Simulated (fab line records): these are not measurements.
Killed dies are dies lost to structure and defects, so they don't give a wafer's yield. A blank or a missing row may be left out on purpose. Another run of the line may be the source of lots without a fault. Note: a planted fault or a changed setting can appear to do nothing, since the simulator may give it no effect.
fab line records -- flow n5-finfet
record: lots: 5, wafers: 15, last-day: 17
route steps=1938 shown BEOL_M14@1741 PASSIVATION@1936
lots that met no fault: from a run of the same line without faults
start-h: hours from the record's first day to the start of the lot's first wafer shown -- wait-h: how many hours have passed since the lot's step before this one -- " identical to the entry in the row above -- L1.1+2: several wafers, shown together as one row -- - no value present, or no start provided -- * or withheld: withheld -- < > ~ a bound
route shown NAME@n: a module of which the file shows steps, and the number in the route of the first -- usual: mean/standard deviation taken from wafers without a fault -- same: alike in all rows -- chamber/n: place in a boat -- sites: the reading at each site -- _std_site: their standard deviation -- _edge_site: the outer-site mean with the inner-site mean subtracted -- radius-mm: for every site, how far away it sits from the centre of the wafer -- mask NAME#n: copy n -- behind: the tool/chamber that last shaped the wafer -- hold: reason for holding the lot/hours on hold/outcome of the hold -- device: which transistor (n, p or np) failed to switch -- end of line: at the end of the route, the tests of the same wafers -- for a step that has no rows: nothing shown but its recipe -- killed: dies that structure and defects cost at the first sort, which is not the same as the wafer's yield -- map: the dies of a wafer, with x for killed, . for not killed, _ for no die there
set.NAME: setting as actually run; set.NAME@STEP: the setting as run at that earlier step -- model.NAME: the simulator's own value behind a step, which no gauge read
certain route steps with their lots: each step a table, each wafer a row
services: from which hour (start-h, from the record's first day; less than 0 if before it) a tool's chamber was out of use, for how many hours, and why
== steps ==
step: N5_BEOL_M14_SOFTBAKE_23
recipe: temp-c: 130, time-s: 60
step: N5_BEOL_M14_EXPOSE_25
recipe: mask-id: M14, na: 0.8, source-shape: annular, sigma-inner: 0.5, sigma-outer: 0.8, polarization: unpolarized, target-cd-nm: 280, dose-mj: 26.6
step: N5_BEOL_M14_PEB_26
recipe: peb-temp-c: 130, peb-time-s: 90
step: N5_BEOL_M14_DEVELOP_27
recipe: develop-time-s: 45, rinse-liquid: diw, dry: air-spin, dev-temp-c: 21
step: N5_BEOL_M14_HARDBAKE_32
recipe: temp-c: 130, time-s: 120
step: N5_BEOL_M14_CD_MEAS_28
recipe: target-cd-nm: 284.4, landing-energy-ev: 500, detector: se-inlens
usual: cd-nm: 284.5/2
lot.wafer,tool,chamber,start-h,wait-h,cd-nm
L180.2,cd-sem-02,0,287.45,-,287.3
L180.4,cd-sem-02,0,287.45,-,284.6
L180.6,cd-sem-02,0,287.45,-,285.5
L181.2,cd-sem-01,0,300.85,-,284.3
L181.4,cd-sem-01,0,300.85,-,283.0
L181.5,cd-sem-01,0,300.85,-,285.4
L191.2,cd-sem-03,0,344.86,-,282.9
L191.4,cd-sem-03,0,344.86,-,286.3
L191.6,cd-sem-03,0,344.86,-,281.7
L192.3,cd-sem-03,0,366.11,-,285.7
L192.4,cd-sem-03,0,366.11,-,286.9
L192.5,cd-sem-03,0,366.11,-,282.3
L195.3,cd-sem-03,0,386.83,-,284.7
L195.5,cd-sem-03,0,386.83,-,285.3
L195.6,cd-sem-03,0,386.83,-,284.7
step: N5_BEOL_M14_OVL_MEAS_29
recipe: points-per-wafer: 44
usual: M14_OVL: 2/6
lot.wafer,tool,chamber,start-h,wait-h,M14_OVL[nm]
L180.2,overlay-01,0,287.49,0.0,0
L180.4,overlay-01,0,287.49,0.0,9
L180.6,overlay-01,0,287.49,0.0,8
L181.2,overlay-02,0,300.88,0.0,-2
L181.4,overlay-02,0,300.88,0.0,0
L181.5,overlay-02,0,300.88,0.0,-4
L191.2,overlay-01,0,344.89,0.0,3
L191.4,overlay-01,0,344.89,0.0,9
L191.6,overlay-01,0,344.89,0.0,10
L192.3,overlay-02,0,366.14,0.0,-6
L192.4,overlay-02,0,366.14,0.0,-2
L192.5,overlay-02,0,366.14,0.0,-5
L195.3,overlay-01,0,386.86,0.0,1
L195.5,overlay-01,0,386.86,0.0,1
L195.6,overlay-01,0,386.86,0.0,4
step: N5_BEOL_M14_INSPECT_30
recipe: mode: adi, inspect-instrument: macro
usual: raw-defect-count: 2.0/1.4
lot.wafer,tool,chamber,start-h,wait-h,raw-defect-count
L180.2,defect-inspect-01,-,287.52,0.0,2
L180.4,defect-inspect-01,-,287.52,0.0,2
L180.6,defect-inspect-01,-,287.52,0.0,4
L181.2,defect-inspect-01,-,300.90,0.0,2
L181.4,defect-inspect-01,-,300.90,0.0,0
L181.5,defect-inspect-01,-,300.90,0.0,1
L191.2,defect-inspect-01,-,344.91,0.0,4
L191.4,defect-inspect-01,-,344.91,0.0,6
L191.6,defect-inspect-01,-,344.91,0.0,1
L192.3,defect-inspect-01,-,366.17,0.0,2
L192.4,defect-inspect-01,-,366.17,0.0,3
L192.5,defect-inspect-01,-,366.17,0.0,2
L195.3,defect-inspect-01,-,386.89,0.0,1
L195.5,defect-inspect-01,-,386.89,0.0,1
L195.6,defect-inspect-01,-,386.89,0.0,0
step: N5_BEOL_M14_DESCUM_33
recipe: chemistry: O2, time-s: 7.9, source-power-w: 50, bias-power-w: 20, pressure-mtorr: 20, rf-frequency-hz: 2.712e+07, temp-c: 40, o2-flow-sccm: 225
usual: drypump-motor-current-A: 5.9/0.41, oes-product-au: 0.81/0.099, rf-vpp-V: 242.6/1.3, showerhead-plenum-p-Torr: 2.05/0.078, temp-c: 40.00/0.11, throttle-valve-pct: 20.34/0.23
lot.wafer,tool,chamber,start-h,wait-h,drypump-motor-current-A,oes-product-au,rf-hours-counter-h,rf-vpp-V,showerhead-plenum-p-Torr,temp-c,throttle-valve-pct
L180.2,rie-diel-02,3,287.55,0.0,5.9,0.80,87,241.8,2.01,39.73,20.45
L180.4,rie-diel-02,1,287.55,0.0,5.3,0.69,223,242.9,2.15,40.08,20.32
L180.6,rie-diel-02,0,287.55,0.0,6.4,0.71,-,239.3,1.89,40.09,20.44
L181.2,rie-diel-03,0,300.93,0.0,6.3,0.94,20,242.8,2.06,39.78,20.28
L181.4,rie-diel-03,3,300.93,0.0,5.9,0.71,238,241.8,2.04,39.93,20.08
L181.5,rie-diel-03,0,300.93,0.0,6.3,0.95,-,241.8,2.06,39.85,20.29
L191.2,rie-diel-02,0,345.12,0.2,6.4,0.71,206,240.1,1.89,40.07,20.48
L191.4,rie-diel-02,1,345.12,0.2,5.3,0.69,246,244.9,2.15,40.23,20.34
L191.6,rie-diel-02,2,345.12,0.2,5.8,0.85,-,242.6,2.05,40.01,20.44
L192.3,rie-diel-05,3,366.31,0.1,6.5,0.93,14,244.1,2.14,40.07,20.38
L192.4,rie-diel-05,1,366.31,0.1,5.1,0.92,30,244.4,2.15,39.97,20.56
L192.5,rie-diel-05,1,366.31,0.1,5.1,0.91,-,244.3,2.15,40.06,20.57
L195.3,rie-diel-03,3,386.92,0.0,6.0,0.98,10,243.4,2.03,39.93,19.77
L195.5,rie-diel-03,0,386.92,0.0,6.3,0.88,-,243.8,2.04,39.93,20.34
L195.6,rie-diel-03,3,386.92,0.0,5.9,0.97,-,242.9,2.03,40.09,19.78
step: N5_BEOL_M14_ETCH_67
recipe: chemistry: CF4, target: SiARC, target-depth-a: 1430, time-s: 238.3, ion-energy-ev: 80, pressure-mtorr: 40, source-w: 545, bias-w: 36, Ar_flow_sccm: 100, cf4-flow-sccm: 100, ends: cleared
usual: bias-w: 36.01/0.11, drypump-motor-current-A: 5.9/0.41, etch-rf-on-time-s: 236/5.7, oes-product-au: 0.69/0.086, rf-vpp-V: 183.6/1.2, showerhead-plenum-p-Torr: 2.10/0.07, throttle-valve-pct: 15.55/0.21
lot.wafer,tool,chamber,start-h,wait-h,bias-w,drypump-motor-current-A,etch-rf-on-time-s,oes-product-au,rf-hours-counter-h,rf-vpp-V,showerhead-plenum-p-Torr,throttle-valve-pct
L180.2,rie-diel-02,3,287.59,0.0,36.01,6.0,234,0.69,87,184.2,2.06,15.64
L180.4,rie-diel-02,1,287.59,0.0,35.95,5.4,245,0.59,223,183.5,2.21,15.59
L180.6,rie-diel-02,0,287.59,0.0,35.92,6.4,233,0.63,-,181.2,1.96,15.75
L181.2,rie-diel-03,0,300.97,0.0,36.02,6.3,230,0.82,20,182.9,2.10,15.42
L181.4,rie-diel-03,3,300.97,0.0,36.06,5.9,230,0.60,238,183.5,2.12,15.53
L181.5,rie-diel-03,0,300.97,0.0,35.93,6.3,229,0.82,-,182.5,2.10,15.43
L191.2,rie-diel-02,0,345.15,0.0,35.97,6.3,240,0.60,206,183.5,1.95,15.80
L191.4,rie-diel-02,1,345.15,0.0,36.08,5.4,250,0.57,246,183.9,2.20,15.63
L191.6,rie-diel-02,2,345.15,0.0,36.24,5.8,241,0.72,-,183.6,2.09,15.52
L192.3,rie-diel-05,3,366.34,0.0,35.92,6.5,230,0.81,14,183.0,2.18,15.53
L192.4,rie-diel-05,1,366.34,0.0,36.13,5.2,224,0.80,30,185.4,2.17,15.52
L192.5,rie-diel-05,1,366.34,0.0,35.90,5.2,226,0.80,-,185.8,2.17,15.52
L195.3,rie-diel-03,3,386.95,0.0,36.03,5.9,228,0.83,10,181.8,2.11,15.11
L195.5,rie-diel-03,0,386.95,0.0,36.07,6.3,233,0.76,-,184.1,2.09,15.49
L195.6,rie-diel-03,3,386.95,0.0,36.03,5.9,226,0.83,-,182.9,2.11,15.09
step: N5_BEOL_M14_ETCH_68
recipe: chemistry: N2/H2, target: SOC, mask-material: SiARC, source-w: 3000, bias-w: 350, temp-c: 40, time-s: 450, ion-energy-ev: 200, pressure-mtorr: 30, n2-flow-sccm: 200, h2-flow-sccm: 200
usual: bias-w: 350.0/0.99, drypump-motor-current-A: 5.9/0.4, h2-flow-sccm: 200.0/0.58, oes-product-au: 0.81/0.1, rf-vpp-V: 522.7/2.5, showerhead-plenum-p-Torr: 2.49/0.089, temp-c: 39.99/0.11, throttle-valve-pct: 17.69/0.23
lot.wafer,tool,chamber,start-h,wait-h,bias-w,drypump-motor-current-A,h2-flow-sccm,oes-product-au,rf-hours-counter-h,rf-vpp-V,showerhead-plenum-p-Torr,temp-c,throttle-valve-pct
L180.2,rie-diel-02,3,287.73,0.1,351.2,6.0,199.6,0.81,87,521.4,2.45,40.13,17.78
L180.4,rie-diel-02,1,287.73,0.1,349.8,5.4,199.8,0.70,223,525.3,2.63,39.71,17.82
L180.6,rie-diel-02,0,287.73,0.1,349.9,6.4,199.8,0.72,-,516.8,2.33,39.92,17.94
L181.2,rie-diel-03,0,301.12,0.1,350.1,6.3,199.2,0.95,20,522.6,2.49,40.11,17.53
L181.4,rie-diel-03,3,301.12,0.1,352.2,5.9,200.0,0.69,238,522.9,2.52,40.31,17.70
L181.5,rie-diel-03,0,301.12,0.1,349.7,6.3,199.3,0.95,-,523.7,2.49,39.99,17.52
L191.2,rie-diel-02,0,345.30,0.1,350.1,6.3,199.1,0.71,206,517.1,2.32,40.04,17.97
L191.4,rie-diel-02,1,345.30,0.1,350.1,5.4,199.4,0.68,247,526.1,2.62,39.88,17.87
L191.6,rie-diel-02,2,345.30,0.1,347.7,5.8,200.0,0.84,-,522.9,2.46,39.97,17.66
L192.3,rie-diel-05,3,366.49,0.1,350.4,6.5,199.8,0.94,14,525.1,2.61,40.10,17.87
L192.4,rie-diel-05,1,366.49,0.1,350.2,5.2,200.2,0.91,30,525.2,2.59,39.99,17.66
L192.5,rie-diel-05,1,366.49,0.1,348.8,5.2,200.0,0.91,-,526.3,2.59,39.94,17.66
L195.3,rie-diel-03,3,387.10,0.1,351.5,5.9,200.3,0.97,10,524.3,2.51,40.18,17.34
L195.5,rie-diel-03,0,387.10,0.1,349.2,6.3,199.8,0.88,-,523.1,2.48,40.01,17.57
L195.6,rie-diel-03,3,387.10,0.1,351.2,6.0,199.8,0.97,-,523.1,2.51,39.99,17.34
step: N5_BEOL_M14_STRIP_69
recipe: chemistry: N2/H2, temp-c: 40, n2-flow-sccm: 200, h2-flow-sccm: 200, rf-frequency-hz: 6e+07
step: N5_BEOL_M14_TRENCH_ETCH_34
recipe: chemistry: C4F8/O2/Ar, target: SiO2, target-depth-a: 5566.5, mask-material: SOC, he-inner-torr: 15, he-outer-torr: 30, time-s: 126.9, ion-energy-ev: 800, pressure-mtorr: 20, source-w: 1905, bias-w: 2040, Ar_flow_sccm: 400, C4F8_flow_sccm: 16, O2_flow_sccm: 12
usual: bias-w: 2040/6.1, drypump-motor-current-A: 5.9/0.4, oes_ar_750_au: 0.81/0.094, oes_o_777_au: 0.80/0.1, oes-product-au: 0.81/0.1, rf-vpp-V: 2223/42, showerhead-plenum-p-Torr: 3.38/0.11, throttle-valve-pct: 30.84/0.21
lot.wafer,tool,chamber,start-h,wait-h,bias-w,drypump-motor-current-A,oes_ar_750_au,oes_o_777_au,oes-product-au,rf-hours-counter-h,rf-vpp-V,showerhead-plenum-p-Torr,throttle-valve-pct
L180.2,rie-diel-02,3,288.01,0.0,2024,6.0,0.81,0.78,0.81,88,2196,3.32,30.96
L180.4,rie-diel-02,1,288.01,0.0,2048,5.4,0.70,0.68,0.69,223,2256,3.57,30.93
L180.6,rie-diel-02,0,288.01,0.0,2044,6.4,0.73,0.71,0.73,-,2233,3.17,31.01
L181.2,rie-diel-03,0,301.39,0.0,2037,6.3,0.93,0.97,0.95,20,2198,3.35,30.59
L181.4,rie-diel-03,3,301.39,0.0,2040,6.0,0.70,0.68,0.70,238,2170,3.40,30.65
L181.5,rie-diel-03,0,301.39,0.0,2040,6.3,0.94,0.97,0.95,-,2200,3.35,30.57
L191.2,rie-diel-02,0,345.57,0.0,1848,6.4,0.70,0.69,0.70,206,2089,3.15,31.01
L191.4,rie-diel-02,1,345.57,0.0,2034,5.4,0.68,0.67,0.67,247,2256,3.55,30.96
L191.6,rie-diel-02,2,345.57,0.0,2046,5.8,0.83,0.83,0.85,-,2304,3.35,30.89
L192.3,rie-diel-05,3,366.76,0.0,2030,6.5,0.94,0.93,0.94,14,2244,3.52,31.03
L192.4,rie-diel-05,1,366.76,0.0,2040,5.2,0.91,0.95,0.92,30,2227,3.50,31.03
L192.5,rie-diel-05,1,366.76,0.0,2043,5.1,0.91,0.95,0.92,-,2227,3.50,31.03
L195.3,rie-diel-03,3,387.37,0.0,2034,5.9,0.95,0.93,0.97,10,2170,3.39,30.50
L195.5,rie-diel-03,0,387.37,0.0,2037,6.3,0.88,0.91,0.89,-,2199,3.34,30.59
L195.6,rie-diel-03,3,387.37,0.0,2040,5.9,0.95,0.94,0.96,-,2168,3.39,30.52
step: N5_BEOL_M14_STRIP_70
recipe: chemistry: C4F8/O2/Ar, resist: SiARC, rf-frequency-hz: 6e+07
step: N5_PASSIVATION_PROBE_49
usual: defect-limited-yield: 91.3/1.3, killed_at_M0_to_M3: 35/9.3, killed_at_M4_up: 14/5.2, killed-at-contacts: 12/5.9, killed-at-front-end: 38/11, killed-at-other: 4/3.7, killed-dies: 103/15, killed-open: 67/12, killed-short: 34/8, sort_bin_5_function: 5.1/0.88, sort_bin_6_memory: 3.3/0.65, sort-n-pass: 1077/15, sort-yield-pct: 91.3/1.3
same: gross-dies: 1180, killed-at-back-side: 0, sort_bin_4_leakage[%]: 0, sort_bin_8_speed[%]: 0
lot.wafer,tool,chamber,start-h,wait-h,defect-limited-yield[%],killed_at_M0_to_M3,killed_at_M4_up,killed-at-contacts,killed-at-front-end,killed-at-other,killed-dies,killed-open,killed-short,sort_bin_5_function[%],sort_bin_6_memory[%],sort-n-pass,sort-yield-pct[%]
L195.3,prober-02,-,414.57,0.1,92.6,20,12,16,39,0,87,63,24,3.7,3.5,1093,92.6
L195.5,prober-02,-,414.67,0.2,93.1,27,14,10,28,2,81,53,26,4.1,2.1,1099,93.1
killed by level:class
L195.3 FIN_SAQP:geometric-particle:short=11 MOL_CONTACT_COAG:geometric-particle:open=11 BEOL_M2:geometric-particle:open=8 STI_FIN_REVEAL:geometric-particle:open=6 FIN_SAQP:geometric-particle:open=5 DUMMY_GATE:geometric-particle:open=5 MOL_CONTACT_COAG:geometric-particle:short=5 BEOL_M3:geometric-particle:open=5
L195.5 STI_FIN_REVEAL:geometric-particle:open=9 BEOL_M0_SAQP:geometric-particle:open=8 MOL_CONTACT_COAG:geometric-particle:open=7 BEOL_M0_SAQP:geometric-particle:short=7 FIN_SAQP:geometric-particle:open=4 GATE_CUT:geometric-particle:short=4 BEOL_M2:geometric-particle:open=4 FIN_SAQP:geometric-particle:short=3
== services ==
tool,chamber,start-h,hours,kind
rie-diel-02,0,272.35,6.4,repair
rie-diel-03,3,272.91,8.3,repair
rie-diel-05,1,279.73,-,clean
rie-diel-05,1,279.73,-,consumable-replace:focus-ring
rie-diel-05,1,279.73,13.1,scheduled-down
rie-diel-05,1,279.73,13.1,vent-cycle
rie-diel-05,3,304.19,-,clean
rie-diel-05,3,304.19,-,consumable-replace:focus-ring
rie-diel-05,3,304.19,26.9,scheduled-down
rie-diel-05,3,304.19,26.9,vent-cycle
rie-diel-03,2,308.08,2.5,repair
rie-diel-03,3,308.34,5.9,repair
rie-diel-03,1,314.59,8.3,repair
rie-diel-05,2,335.38,4.5,repair
rie-diel-03,3,337.16,-,clean
rie-diel-03,3,337.16,-,consumable-replace:focus-ring
rie-diel-03,3,337.16,15.6,scheduled-down
rie-diel-03,3,337.16,15.6,vent-cycle
rie-diel-02,1,349.06,28.8,repair
rie-diel-03,1,370.41,3.2,repair
rie-diel-03,3,376.39,2.1,repair
rie-diel-03,0,382.97,3.4,repair
rie-diel-03,1,385.29,21.7,repair
rie-diel-05,1,385.92,10.7,repair
== key ==
first-sign: step: N5_BEOL_M14_TRENCH_ETCH_34, reading: bias-w, direction: down, sigmas: 31, usual: *, struck: *
effect: step: N5_BEOL_M14_TRENCH_ETCH_34, reading: rf-vpp-V, direction: down, sigmas: 3.2, usual: 2223, struck: 2089
met-at N5_BEOL_M14_TRENCH_ETCH_34
struck-wafers L191.2
onset-between 288.01 345.57
fault: kind: process-parameter-drift, tool: rie-diel-02, chamber: 0, onset-h: 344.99, steps: N5_BEOL_M14_TRENCH_ETCH_34, channel: bias-w, offset: *, shape: step, end-h: 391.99, acts-in: *, stated: *
